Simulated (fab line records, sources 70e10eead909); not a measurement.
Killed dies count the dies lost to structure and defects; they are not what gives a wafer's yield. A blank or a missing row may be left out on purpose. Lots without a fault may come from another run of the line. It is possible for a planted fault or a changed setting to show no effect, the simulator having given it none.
Which tool is to blame?	flow nand_harc	42 wafers from 14 lots sampled at 4 of the route's 1159 steps

WHAT EACH GAUGE READ, for each wafer
NHARC_A_SGD_CUT_CD_MEAS_09 targets a cd of 100 nm. Usual: cd_nm at 100.2 nm, with a standard deviation of 0.64.
lot	measured	on	cd_nm (nm)	flag
L808	day 13 17:12	cd_sem-01	99.2 99.8 99.5	
L809	day 14 10:58	cd_sem-02	100.0 99.6 100.3	
L812	day 14 19:46	cd_sem-01	102.3 101.4 100.9	
L811	day 14 20:16	cd_sem-01	99.9 99.7 100.1	
L814	day 15 17:56	cd_sem-01	99.1 99.0 99.4	
L818	day 16 09:07	cd_sem-01	100.2 100.6 100.9	
L819	day 16 20:32	cd_sem-01	- - -	OFF
L820	day 16 21:11	cd_sem-01	- - -	OFF
L825	day 18 11:37	cd_sem-02	100.4 99.2 100.8	
L827	day 18 12:04	cd_sem-01	101.6 100.3 99.7	
L829	day 19 03:48	cd_sem-02	100.4 99.6 100.3	
L828	day 19 04:02	cd_sem-03	100.0 100.1 99.6	
L826	day 19 04:11	cd_sem-03	100.1 100.8 99.9	
L830	day 19 18:08	cd_sem-02	99.7 99.6 100.1	

TOOL THAT RAN EACH LOT (tool first, then ch and the chambers of the sampled wafers, then the start)
lot	NHARC_A_STAIRCASE_CMP_152	NHARC_A_STAIRCASE_DEP_471	NHARC_A_SGD_CUT_DEVELOP_08
L808	cmp-03 ch 0,1, day 13 12:45	pecvd-01 ch 0,1,2, day 13 15:41	litho_track-01 ch 0, day 13 17:00
L809	cmp-03 ch 0,2,3, day 14 08:25	pecvd-01 ch 1,2, day 14 09:34	litho_track-01 ch 0, day 14 10:00
L812	cmp-02 ch 1,2, day 14 16:59	pecvd-01 ch 1,2, day 14 18:11	litho_track-06 ch 0, day 14 19:00
L811	cmp-02 ch 0,1,2, day 14 17:31	pecvd-03 ch 0,1, day 14 18:53	litho_track-04 ch 0, day 14 20:00
L814	cmp-04 ch 0,1,3, day 15 15:26	pecvd-03 ch 0,1, day 15 16:32	litho_track-01 ch 0, day 15 17:00
L818	cmp-02 ch 0,1,3, day 16 06:30	pecvd-03 ch 0,1,2, day 16 07:38	litho_track-04 ch 0, day 16 09:00
L819	cmp-04 ch 0,2,3, day 16 17:41	pecvd-03 ch 0,1, day 16 19:09	litho_track-01, day 16 20:00
L820	cmp-02 ch 0,1,3, day 16 17:47	pecvd-03 ch 0,1,2, day 16 19:47	litho_track-06, day 16 21:00
L825	cmp-03 ch 0,2,3, day 18 09:14	pecvd-04 ch 0,1,2, day 18 10:22	litho_track-06 ch 0, day 18 11:00
L827	cmp-04 ch 0,2, day 18 09:33	pecvd-04 ch 0,1, day 18 10:39	litho_track-06 ch 0, day 18 11:00
L829	cmp-02 ch 0,2,3, day 19 01:18	pecvd-03 ch 0,1, day 19 02:26	litho_track-04 ch 0, day 19 03:00
L828	cmp-04 ch 0,3, day 19 01:31	pecvd-04 ch 0,2, day 19 02:38	litho_track-04 ch 0, day 19 03:00
L826	cmp-02 ch 0,1,2, day 19 01:33	pecvd-01 ch 1,2, day 19 02:43	litho_track-01 ch 0, day 19 04:00
L830	cmp-02 ch 0,1, day 19 15:37	pecvd-04 ch 0,1,2, day 19 16:43	litho_track-01 ch 0, day 19 18:00
- NHARC_A_STAIRCASE_CMP_152: polishes.
- NHARC_A_STAIRCASE_DEP_471: deposits SiO2, target thk 100 nm.
- NHARC_A_SGD_CUT_DEVELOP_08: develop time 35 s.

WHAT THE TOOLS THEMSELVES READ (means of the sampled wafers that have a number; where no wafer has one, the mark that the record gives instead)
NHARC_A_STAIRCASE_CMP_152. Usual: motor_current_A at 11.8 A, with a standard deviation of 1.1.
lot	tool	motor_current_A (A)	flag
L808	cmp-03	12.7	
L809	cmp-03	11.5	
L812	cmp-02	12.6	
L811	cmp-02	12.2	
L814	cmp-04	11.3	
L818	cmp-02	10.9	
L819	cmp-04	11.6	
L820	cmp-02	10.8	
L825	cmp-03	12.1	
L827	cmp-04	11.8	
L829	cmp-02	11.9	
L828	cmp-04	11.4	
L826	cmp-02	12.2	
L830	cmp-02	11.3	

NHARC_A_STAIRCASE_DEP_471. Usual: heater_power_outer_w 293 W, standard deviation 55; heater_power_w 533 W, standard deviation 88; throttle_valve_pct 15.8 %, standard deviation 0.41.
lot	tool	heater_power_outer_w (W)	heater_power_w (W)	throttle_valve_pct (%)	flag
L808	pecvd-01	342	591	15.8	
L809	pecvd-01	358	626	15.8	
L812	pecvd-01	372	645	15.9	
L811	pecvd-03	279	505	16.0	
L814	pecvd-03	291	530	15.9	
L818	pecvd-03	224	418	15.6	
L819	pecvd-03	269	497	16.0	
L820	pecvd-03	264	466	15.7	
L825	pecvd-04	282	537	15.8	
L827	pecvd-04	294	560	15.7	
L829	pecvd-03	290	520	16.0	
L828	pecvd-04	283	539	16.2	
L826	pecvd-01	361	661	15.7	
L830	pecvd-04	289	533	16.1	

NHARC_A_SGD_CUT_DEVELOP_08. Usual: chill_plate_temp_C at 23.00 C, with a standard deviation of 0.11.
lot	tool	chill_plate_temp_C (C)	flag
L808	litho_track-01	23.05	
L809	litho_track-01	22.90	
L812	litho_track-06	23.05	
L811	litho_track-04	23.04	
L814	litho_track-01	22.74	
L818	litho_track-04	23.09	
L819	litho_track-01	-	OFF
L820	litho_track-06	-	OFF
L825	litho_track-06	22.93	
L827	litho_track-06	23.03	
L829	litho_track-04	23.04	
L828	litho_track-04	23.07	
L826	litho_track-01	23.04	
L830	litho_track-01	22.87	

THE ANSWER, worked out from the rows above alone
Rule: lot off if the mean of its wafers having a number is beyond 3 standard deviations from the usual mean. A lot without any number at a reading at which 4 lots or more have one is off too. Any other lot the step has rows for is counted as sound. First the gauges in route order, then the tools' own readings, where a lot's mean is used as printed above. The first step at which some lot is off is used, and at that step the reading that is off furthest; a lot without a number counts as furthest.
Off: L819, L820, at NHARC_A_SGD_CUT_CD_MEAS_09 (cd_nm). Without a number there: L819, L820.
A tool fits if, at a process step before that reading, it ran every lot that is off, and no sound lot after the first of them. Not tried: the gauges at NHARC_A_SGD_CUT_CD_MEAS_09; whatever is off there is also off at NHARC_A_SGD_CUT_DEVELOP_08, on other tools, and gauge error can't account for it. None of those tried fits.

WHAT HAD BEEN PUT IN BY THE SIMULATOR
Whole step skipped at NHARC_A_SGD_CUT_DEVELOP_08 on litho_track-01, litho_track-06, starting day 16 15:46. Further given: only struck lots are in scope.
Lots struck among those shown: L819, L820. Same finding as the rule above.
